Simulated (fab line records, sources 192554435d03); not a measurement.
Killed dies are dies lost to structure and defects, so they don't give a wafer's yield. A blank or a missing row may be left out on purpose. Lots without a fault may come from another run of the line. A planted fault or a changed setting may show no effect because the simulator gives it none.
Which tool did it? | flow n5_finfet | 9 lots, 27 wafers sampled, at 3 steps of a route of 1938

WHAT THE GAUGES READ, wafer by wafer
N5_BEOL_M4_RC_MEAS_101.
lot  | measured     | on        | DIBL_N (mV/V)  | DIBL_P (mV/V)  | IOFF_N (nA/um) | IOFF_P (nA/um) | ION_N (uA/um) | ION_P (uA/um) | SS_N (mV/dec)  | SS_P (mV/dec)  | VT_N (mV)   | VT_P (mV)
L344 | day 10 21:20 | prober-01 | 36.1 37.7 35.1 | 34.2 34.9 34.2 | 0.13 0.15 0.12 | 0.17 0.18 0.17 | 663 662 656   | 454 453 450   | 71.3 71.9 72.3 | 73.7 73.6 73.1 | 252 252 257 | -257 -256 -255
L348 | day 10 21:41 | prober-02 | 39.1 34.8 36.4 | 40.2 35.0 37.1 | 0.24 0.13 0.18 | 0.30 0.19 0.23 | 680 659 685   | 467 463 468   | 72.0 71.8 72.3 | 74.4 73.2 73.3 | 245 254 250 | -247 -249 -248
L347 | day 11 15:25 | prober-02 | 39.7 36.7 38.7 | 40.1 36.3 38.5 | 0.21 0.14 0.18 | 0.25 0.18 0.22 | 700 675 689   | 472 464 468   | 72.9 71.8 72.4 | 74.7 73.7 74.1 | 248 254 248 | -249 -253 -253
L357 | day 13 18:02 | prober-02 | 35.3 36.5 37.6 | 33.1 34.2 36.0 | 0.14 0.16 0.18 | 0.21 0.23 0.25 | 687 680 684   | 479 470 471   | 71.6 71.4 72.2 | 72.5 73.4 73.7 | 248 251 248 | -247 -245 -245
L358 | day 14 08:27 | prober-02 | 38.4 35.5 38.5 | 38.5 34.1 37.9 | 0.21 0.15 0.21 | 0.31 0.22 0.28 | 691 667 682   | 481 459 473   | 72.2 71.4 72.4 | 73.4 73.4 73.9 | 244 249 244 | -243 -248 -247
L360 | day 15 02:08 | prober-02 | 37.9 38.6 36.5 | 38.6 38.9 36.7 | 0.20 0.21 0.17 | 0.27 0.26 0.23 | 695 681 671   | 476 465 468   | 72.2 72.8 71.5 | 74.1 74.4 72.8 | 247 247 247 | -247 -245 -250
L365 | day 15 15:10 | prober-01 | 35.7 35.9 35.4 | 37.3 37.6 36.7 | 0.13 0.14 0.13 | 0.16 0.17 0.16 | 671 675 655   | 455 451 441   | 71.9 71.2 71.5 | 73.7 73.8 73.3 | 256 251 251 | -257 -258 -259
L364 | day 16 07:55 | prober-01 | 36.6 34.4 34.6 | 36.5 34.2 34.8 | 0.17 0.13 0.14 | 0.20 0.17 0.18 | 679 667 679   | 456 457 464   | 71.8 70.5 70.6 | 73.6 72.9 73.1 | 247 251 251 | -254 -253 -252
L366 | day 16 15:03 | prober-02 | 38.4 39.6 39.7 | 39.5 40.4 40.2 | 0.22 0.26 0.25 | 0.32 0.36 0.35 | 700 719 707   | 492 489 487   | 71.9 72.6 72.2 | 74.2 75.2 74.7 | 243 241 242 | -240 -240 -238

N5_BEOL_M14_RS_MEAS_54: measures by four-point-probe.
lot  | measured     | on            | M14_RS (ohm/sq)
L344 | day 14 08:16 | film_metro-01 | 0.0329 0.0326 0.0349
L348 | day 14 14:25 | film_metro-02 | 0.0329 0.0320 0.0328
L347 | day 15 03:23 | film_metro-02 | 0.0324 0.0346 0.0344
L357 | day 17 08:59 | film_metro-02 | 0.0324 0.0341 0.0346
L358 | day 17 22:46 | film_metro-02 | 0.0330 0.0341 0.0328
L360 | day 18 14:50 | film_metro-02 | 0.0344 0.0346 0.0326
L365 | day 19 00:14 | film_metro-02 | 0.0319 0.0328 0.0320
L364 | day 19 15:02 | film_metro-02 | 0.0338 0.0335 0.0335
L366 | day 20 05:19 | film_metro-02 | 0.0324 0.0334 0.0326

N5_BEOL_M14_INSPECT_55: inspects for defects (darkfield).
lot  | measured     | on                | raw_defect_count
L344 | day 14 08:18 | defect_inspect-01 | 83 56 70
L348 | day 14 14:26 | defect_inspect-01 | 98 49 60
L347 | day 15 03:25 | defect_inspect-01 | 47 45 88
L357 | day 17 09:01 | defect_inspect-01 | 44 65 52
L358 | day 17 22:47 | defect_inspect-01 | 39 29 68
L360 | day 18 14:52 | defect_inspect-02 | 43 54 69
L365 | day 19 00:16 | defect_inspect-02 | 58 46 56
L364 | day 19 15:04 | defect_inspect-01 | 47 38 55
L366 | day 20 05:20 | defect_inspect-02 | 47 41 36

WHICH TOOL RAN EACH LOT (tool, then ch and the chambers of the sampled wafers, then the start)
The record holds no process step before these readings.

WHAT THE TOOLS THEMSELVES READ (means of the sampled wafers that have a number; where no wafer has one, the mark that the record gives instead)
The record holds no such reading with a usual standard deviation.

THE ANSWER, worked out from the rows above alone
Rule: what is usual is taken from the lots themselves. Put in order of their means at a reading, lots are off if they are a third of the lots or fewer, leave a main group of 4 or more, and stand apart from it by a gap of 3 or more times the standard deviation of the main group's means; of several such gaps the widest counts. A main group whose means are all the same, to the digits that the tables above print for the reading, isn't used. A lot without any number at a reading at which 4 lots or more have one is off too. The other lots that the step has rows for count as sound. The gauges are gone through in route order, then the tools' own readings, and for those a lot's mean is taken as printed above. The first step at which some lot is off is used, and at that step the reading that is off furthest; a lot without a number counts as furthest.
No lot is off at any reading shown: from this, nothing can be told.

WHAT THE SIMULATOR HAD PUT IN
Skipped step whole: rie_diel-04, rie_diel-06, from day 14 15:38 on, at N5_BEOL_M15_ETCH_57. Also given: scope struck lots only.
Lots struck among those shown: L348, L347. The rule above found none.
